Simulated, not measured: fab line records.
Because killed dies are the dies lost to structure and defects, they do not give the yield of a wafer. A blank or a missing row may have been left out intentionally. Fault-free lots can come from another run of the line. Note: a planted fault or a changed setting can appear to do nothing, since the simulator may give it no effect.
Which tool was responsible? | flow nand_harc | Sampling: 12 lots, 36 wafers, 2 of 1302 route steps

== WHAT EACH GAUGE READ, for each wafer ==
NHARC_A_ONON_D1_THK_MEAS_24: measures by ellipsometry. Usual: thk_nm 998 nm, standard deviation 9.8.
lot  | measured     | on            | thk_nm (nm)    | flag
L439 | day 9 09:55  | film_metro-02 | 1005 1007 1005 |
L441 | day 10 01:25 | film_metro-01 | 979 979 981    |
L442 | day 10 11:43 | film_metro-02 | 1006 1008 1007 |
L443 | day 11 08:01 | film_metro-01 | 1012 1012 1011 |
L444 | day 11 21:37 | film_metro-01 | 998 997 998    |
L445 | day 11 21:38 | film_metro-02 | 998 999 999    |
L448 | day 13 01:51 | film_metro-01 | 1003 1004 1005 |
L449 | day 13 10:05 | film_metro-02 | 977 979 981    |
L450 | day 14 03:18 | film_metro-01 | 1004 1005 1003 |
L456 | day 16 08:17 | film_metro-01 | 992 991 989    |
L457 | day 16 21:15 | film_metro-01 | 989 989 988    |
L459 | day 18 04:41 | film_metro-02 | 988 988 988    |

NHARC_A_ONON_D1_THK_MEAS_34: measures by ellipsometry. Usual: thk_nm 199.4 nm, standard deviation 2.7.
lot  | measured     | on            | thk_nm (nm)       | flag
L439 | day 9 11:31  | film_metro-02 | 198.4 201.7 205.0 |
L441 | day 10 03:06 | film_metro-01 | 194.6 198.1 198.8 |
L442 | day 10 13:19 | film_metro-02 | 200.0 195.4 201.6 |
L443 | day 11 09:38 | film_metro-02 | 201.0 202.5 200.9 |
L444 | day 11 23:13 | film_metro-01 | 200.6 199.3 200.3 |
L445 | day 11 23:14 | film_metro-01 | 200.6 198.9 202.5 |
L448 | day 13 03:28 | film_metro-01 | 192.9 199.4 205.2 |
L449 | day 13 11:42 | film_metro-01 | 198.1 200.3 200.7 |
L450 | day 14 05:07 | film_metro-01 | 194.9 203.0 195.4 |
L456 | day 16 10:04 | film_metro-01 | 201.2 194.9 202.1 |
L457 | day 16 22:50 | film_metro-01 | 194.5 199.2 201.2 |
L459 | day 18 06:26 | film_metro-01 | 198.1 199.2 200.9 |

== TOOL THAT RAN EACH LOT (tool first, then ch and the chambers of the sampled wafers, then the start) ==
The record shows no process step preceding these readings.

== WHAT THE TOOLS THEMSELVES READ (means of the sampled wafers that have a number; where no wafer has one, the mark that the record gives instead) ==
The record holds no such reading with a usual standard deviation.

== THE ANSWER, worked out from the rows above alone ==
Rule: a lot counts as off when the mean over its wafers that have a number is more than 3 standard deviations away from the usual mean. A lot without any number at a reading at which 4 lots or more have one is off too. Where the step has rows for the other lots, those lots are counted as sound. Order of review: gauges by route order, followed by the tools' own readings, for which a lot's mean as printed above is used. The first step at which some lot is off is used, and at that step the reading that is off furthest; a lot without a number counts as furthest.
No lot is off at any reading shown: from this, nothing can be told.

== WHAT HAD BEEN PUT IN BY THE SIMULATOR ==
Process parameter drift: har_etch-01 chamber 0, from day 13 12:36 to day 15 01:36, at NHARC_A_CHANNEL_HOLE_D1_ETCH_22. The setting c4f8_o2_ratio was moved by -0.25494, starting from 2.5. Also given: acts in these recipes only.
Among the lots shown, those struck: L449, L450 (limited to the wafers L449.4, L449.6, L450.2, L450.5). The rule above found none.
